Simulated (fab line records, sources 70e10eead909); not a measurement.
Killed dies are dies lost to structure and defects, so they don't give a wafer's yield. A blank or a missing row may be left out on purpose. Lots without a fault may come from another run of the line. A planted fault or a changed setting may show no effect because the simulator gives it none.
One fault seen from 2 desks | flow nand_harc | each desk has only its own numbers; what lay behind them comes last

THE METROLOGY DESK
What the gauges read, lot by lot, whatever tool the lot ran on: means of the sampled wafers that have a number. A lot is out of limits, marked OUT, if its mean lies more than 4 standard deviations from the usual mean; the brackets give that distance.
Columns: A = cd_nm at NHARC_P_GATE_CD_MEAS_91, usual 2000.1 nm
lot  | first seen here | A
L516 | day 8 19:08     | 1997.9
L519 | day 9 20:53     | 2000.3
L520 | day 10 12:03    | 2000.2
L521 | day 10 14:58    | 1998.7
L529 | day 14 01:16    | 2001.8
L531 | day 14 19:28    | 1998.8
This desk's finding: nothing out of limits on any of the 6 lots.

THE TOOL OWNER'S DESK: implanter-02
The tool's own readings at NHARC_P_GATE_IMPLANT_94: means of the sampled wafers that have a number, for each lot that ran on this tool. A lot is out of limits, marked OUT, if its mean lies more than 4 standard deviations from the usual mean; the brackets give that distance.
Columns: A = beam_energy_keV at NHARC_P_GATE_IMPLANT_94, usual 59.999
lot  | first seen here | A
L516 | day 8 19:28     | 59.987
L519 | day 9 21:11     | 58.567 (-84) OUT
L520 | day 10 12:23    | 58.582 (-83) OUT
L529 | day 14 01:34    | 60.003
L531 | day 14 19:46    | 60.002
This desk's finding: out of limits on L519, L520; first on L519, day 9 21:11 (beam_energy_keV at NHARC_P_GATE_IMPLANT_94). In limits: L516, L529, L531.

PUT TOGETHER
The tool owner's desk could have raised an alarm at day 9 21:11, on L519, L520.
The metrology desk saw nothing out of limits.
The metrology desk has L519, L520 on record, within its limits.
Of the lots named, all ran NHARC_P_GATE_IMPLANT_94 on implanter-02.

WHAT THE SIMULATOR HAD PUT IN
Process parameter drift: implanter-02, from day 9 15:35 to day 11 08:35, at NHARC_P_GATE_IMPLANT_94. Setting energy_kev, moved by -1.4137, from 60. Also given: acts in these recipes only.
Lots struck among those shown: L519, L520.
Hours from the fault's start to each desk's first reading out of limits: the tool owner's desk, 6.
